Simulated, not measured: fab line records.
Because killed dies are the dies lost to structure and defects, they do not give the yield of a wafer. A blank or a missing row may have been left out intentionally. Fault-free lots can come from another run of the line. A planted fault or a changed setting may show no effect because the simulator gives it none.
The tool behind it: which one? / flow nand harc / 6 lots with 18 wafers sampled at 5 steps, on a route of 1159 steps

WHAT THE GAUGES SHOWED, per wafer
NHARC_END_SORT_01.
lot / measured / on / killed at array

EACH LOT AND THE TOOL THAT RAN IT (in order: tool; ch and the chambers of the sampled wafers; start)
lot=L839; NHARC_A_CONTACT_STRIP_55=rie diel-07 ch 0,1,2, day 17 00:00 or earlier; NHARC_A_CONTACT_ETCH_75=rie diel-01 ch 0,1,2, day 17 00:00; NHARC_A_CONTACT_ETCH_76=rie diel-01 ch 0,1, day 17 01:31 or earlier; NHARC_A_CONTACT_ETCH_125=har cap etch-03 ch 0,1, day 17 01:31
lot=L837; NHARC_A_CONTACT_STRIP_55=rie diel-01 ch 0,2, day 17 05:46 or earlier; NHARC_A_CONTACT_ETCH_75=rie diel-07 ch 0,1,3, day 17 05:46; NHARC_A_CONTACT_ETCH_76=rie diel-07 ch 1,2,3, day 17 07:05 or earlier; NHARC_A_CONTACT_ETCH_125=har cap etch-01 ch 0,1, day 17 07:05
lot=L842; NHARC_A_CONTACT_STRIP_55=rie diel-07 ch 0,2, day 17 13:48 or earlier; NHARC_A_CONTACT_ETCH_75=rie diel-01 ch 0,1, day 17 13:48; NHARC_A_CONTACT_ETCH_76=rie diel-01 ch 0,2,3, day 17 15:04 or earlier; NHARC_A_CONTACT_ETCH_125=har cap etch-03 ch 1, day 17 15:04
lot=L854; NHARC_A_CONTACT_STRIP_55=rie diel-01 ch 1,2,3, day 20 11:04 or earlier; NHARC_A_CONTACT_ETCH_75=rie diel-07 ch 0,2,3, day 20 11:04; NHARC_A_CONTACT_ETCH_76=rie diel-07 ch 1,2,3, day 20 12:18 or earlier; NHARC_A_CONTACT_ETCH_125=har cap etch-03 ch 0,1, day 20 12:18
lot=L858; NHARC_A_CONTACT_STRIP_55=rie diel-07 ch 1,2,3, day 21 23:37 or earlier; NHARC_A_CONTACT_ETCH_75=rie diel-07 ch 0,1,2, day 21 23:37; NHARC_A_CONTACT_ETCH_76=rie diel-07 ch 1,2,3, day 22 00:52 or earlier; NHARC_A_CONTACT_ETCH_125=har cap etch-01 ch 0,1, day 22 00:52
lot=L860; NHARC_A_CONTACT_STRIP_55=rie diel-01 ch 0,3, day 22 09:21 or earlier; NHARC_A_CONTACT_ETCH_75=rie diel-01 ch 1,3, day 22 09:21; NHARC_A_CONTACT_ETCH_76=rie diel-01 ch 0,1,2, day 22 10:45 or earlier; NHARC_A_CONTACT_ETCH_125=har cap etch-01 ch 0,1, day 22 10:45
- NHARC_A_CONTACT_STRIP_55: strips in O2.
- NHARC_A_CONTACT_ETCH_75: etches the open film in CF4, target depth 39 nm, time 65 s.
- NHARC_A_CONTACT_ETCH_76: etches the open film in N2/H2, target depth 260 nm, time 475.3 s.
- NHARC_A_CONTACT_ETCH_125: etches the open film in C4F8/O2/Ar, time 155 s, target depth 956 nm.

THE ANSWER, worked out from the rows above alone
Rule: usual is defined by the lots themselves. Put in order of their means at a reading, lots are off if they are a third of the lots or fewer, leave a main group of 4 or more, and stand apart from it by a gap of 3 or more times the standard deviation of the main group's means; of several such gaps the widest counts. If all means in a main group match to the digits the tables above print for the reading, that group is not used. A lot without any number at a reading at which 4 lots or more have one is off too. The other lots that the step has rows for count as sound.
Across all readings shown, no lot is off: no conclusion can be drawn from this.

WHAT THE SIMULATOR HAD PUT IN
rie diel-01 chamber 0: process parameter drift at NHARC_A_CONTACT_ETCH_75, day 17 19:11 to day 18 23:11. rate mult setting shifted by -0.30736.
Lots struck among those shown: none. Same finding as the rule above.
